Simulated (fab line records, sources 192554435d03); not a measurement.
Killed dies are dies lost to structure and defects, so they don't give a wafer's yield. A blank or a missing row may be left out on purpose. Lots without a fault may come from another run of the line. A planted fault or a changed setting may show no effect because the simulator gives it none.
One fault seen from 2 desks | flow n5_finfet | each desk has only its own numbers; what lay behind them comes last

THE METROLOGY DESK
What the gauges read, lot by lot, whatever tool the lot ran on: means of the sampled wafers that have a number. A lot is out of limits, marked OUT, if its mean lies more than 4 standard deviations from the usual mean; the brackets give that distance. Of its 10 readings 7 are shown: those that lie furthest out on some lot.
Columns: A = DIBL_N at N5_BEOL_M4_RC_MEAS_101, usual 36.6 mV/V; B = DIBL_P at N5_BEOL_M4_RC_MEAS_101, usual 36.3 mV/V; C = IOFF_N at N5_BEOL_M4_RC_MEAS_101, usual 0.17 nA/um; D = IOFF_P at N5_BEOL_M4_RC_MEAS_101, usual 0.22 nA/um; E = ION_N at N5_BEOL_M4_RC_MEAS_101, usual 676 uA/um; F = SS_P at N5_BEOL_M4_RC_MEAS_101, usual 73.4 mV/dec; G = VT_N at N5_BEOL_M4_RC_MEAS_101, usual 249 mV
lot  | first seen here | A    | B    | C    | D    | E   | F    | G
L613 | day 8 11:25     | 36.0 | 35.0 | 0.15 | 0.21 | 666 | 72.8 | 252
L615 | day 8 15:29     | 40.4 | 40.3 | 0.27 | 0.29 | 698 | 74.0 | 242
L625 | day 11 03:41    | 37.7 | 37.2 | 0.17 | 0.22 | 669 | 73.8 | 251
L626 | day 11 05:46    | 36.1 | 37.1 | 0.15 | 0.21 | 664 | 73.0 | 250
L628 | day 11 16:18    | 34.2 | 34.0 | 0.14 | 0.18 | 678 | 72.7 | 250
L629 | day 12 01:37    | 38.1 | 38.8 | 0.22 | 0.28 | 686 | 74.3 | 244
L633 | day 13 03:17    | 35.9 | 34.5 | 0.15 | 0.19 | 679 | 73.0 | 251
L632 | day 13 07:01    | 34.7 | 33.3 | 0.14 | 0.17 | 665 | 72.5 | 249
L634 | day 13 21:49    | 39.3 | 39.4 | 0.22 | 0.26 | 673 | 74.9 | 245
L635 | day 13 22:28    | 37.2 | 37.3 | 0.20 | 0.24 | 692 | 73.8 | 246
This desk's finding: nothing out of limits on any of the 10 lots.

THE TOOL OWNER'S DESK: arfi_scanner-02
The tool's own readings at N5_FIN_SAQP_EXPOSE_13 (exposes mask FIN CORE, target cd 35.6 nm): means of the sampled wafers that have a number, for each lot that ran on this tool. A lot is out of limits, marked OUT, if its mean lies more than 4 standard deviations from the usual mean; the brackets give that distance.
Columns: A = exposure_dose_mJ_cm2 at N5_FIN_SAQP_EXPOSE_13, usual 63.24
lot  | first seen here | A
L615 | day 2 15:47     | 63.18
L625 | day 5 05:14     | 65.44 (+34) OUT
L626 | day 5 08:49     | 65.02 (+28) OUT
This desk's finding: out of limits on L625, L626; first on L625, day 5 05:14 (exposure_dose_mJ_cm2 at N5_FIN_SAQP_EXPOSE_13). In limits: L615.

PUT TOGETHER
The tool owner's desk could have raised an alarm at day 5 05:14, on L625, L626.
The metrology desk saw nothing out of limits.
The metrology desk has L625, L626 on record, within its limits.
Of the lots named, all ran N5_FIN_SAQP_EXPOSE_13 on arfi_scanner-02.

WHAT THE SIMULATOR HAD PUT IN
Process parameter drift: arfi_scanner-02, from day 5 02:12 on, at N5_FIN_SAQP_EXPOSE_13. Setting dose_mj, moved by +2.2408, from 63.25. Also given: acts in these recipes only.
Lots struck among those shown: L625, L626.
Hours from the fault's start to each desk's first reading out of limits: the tool owner's desk, 3.
